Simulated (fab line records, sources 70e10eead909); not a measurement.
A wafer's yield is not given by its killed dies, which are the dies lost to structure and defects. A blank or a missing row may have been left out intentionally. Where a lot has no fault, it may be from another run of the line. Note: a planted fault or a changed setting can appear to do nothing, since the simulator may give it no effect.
Chamber matching || flow nand harc || NHARC_A_ZERO_WELL_ETCH_13 on rie si-02 has 4 sister chambers
The step etches the open film in HBr/Cl2, target depth 120 nm, time 40.1 s. 8 wafers are shown with their chamber, then 8 later ones without.

== EACH WAFER AND ITS CHAMBER ==
{"wafer": "L431.2", "chamber": 1, "drypump motor current A (A)": 5.3, "rf fwd power W (W)": 394.6}
{"wafer": "L431.5", "chamber": 2, "drypump motor current A (A)": 5.7, "rf fwd power W (W)": 395.2}
{"wafer": "L432.5", "chamber": 1, "drypump motor current A (A)": 5.2, "rf fwd power W (W)": 394.9}
{"wafer": "L432.6", "chamber": 2, "drypump motor current A (A)": 5.6, "rf fwd power W (W)": 395.1}
{"wafer": "L435.3", "chamber": 3, "drypump motor current A (A)": 6.8, "rf fwd power W (W)": 390.7}
{"wafer": "L435.4", "chamber": 0, "drypump motor current A (A)": 5.4, "rf fwd power W (W)": 391.3}
{"wafer": "L435.5", "chamber": 3, "drypump motor current A (A)": 6.8, "rf fwd power W (W)": 390.4}
{"wafer": "L441.2", "chamber": 0, "drypump motor current A (A)": 5.4, "rf fwd power W (W)": 394.4}

== WAFERS WITHOUT THEIR CHAMBER ==
{"wafer": "L441.5", "drypump motor current A (A)": 5.3, "rf fwd power W (W)": 395.6}
{"wafer": "L441.6", "drypump motor current A (A)": 5.4, "rf fwd power W (W)": 393.5}
{"wafer": "L443.2", "drypump motor current A (A)": 5.6, "rf fwd power W (W)": 393.0}
{"wafer": "L443.3", "drypump motor current A (A)": 5.4, "rf fwd power W (W)": 391.0}
{"wafer": "L443.5", "drypump motor current A (A)": 5.7, "rf fwd power W (W)": 393.2}
{"wafer": "L446.1", "drypump motor current A (A)": 5.2, "rf fwd power W (W)": 395.0}
{"wafer": "L446.5", "drypump motor current A (A)": 5.2, "rf fwd power W (W)": 393.8}
{"wafer": "L446.6", "drypump motor current A (A)": 5.7, "rf fwd power W (W)": 395.1}

== WHICH CHAMBER EACH WENT THROUGH ==
{"wafer": "L441.5", "from the rows above": "can't be placed: 1 or 0", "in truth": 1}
{"wafer": "L441.6", "from the rows above": 0, "in truth": 0}
{"wafer": "L443.2", "from the rows above": "can't be placed: 2 or 0", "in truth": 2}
{"wafer": "L443.3", "from the rows above": 0, "in truth": 0}
{"wafer": "L443.5", "from the rows above": 2, "in truth": 2}
{"wafer": "L446.1", "from the rows above": 1, "in truth": 1}
{"wafer": "L446.5", "from the rows above": 1, "in truth": 1}
{"wafer": "L446.6", "from the rows above": 2, "in truth": 2}
Correctly placed: 6 of 8. Unplaceable from these rows: 2, with the true chamber sitting among the candidates in 2. 0 placed wrongly.
How it was worked out, from the rows above alone: a wafer's distance from a chamber is the root of the sum, over the readings, of the square of ((its reading less the chamber's mean) divided by the reading's scatter). If the next closest chamber is less than 2 further off than the closest, the wafer can't be placed; otherwise it belongs to the closest. A chamber's mean is the mean of its shown wafers. The scatter: the root of (the sum of the squares of (reading less its chamber's mean) over the shown wafers, divided by (wafers less chambers)).
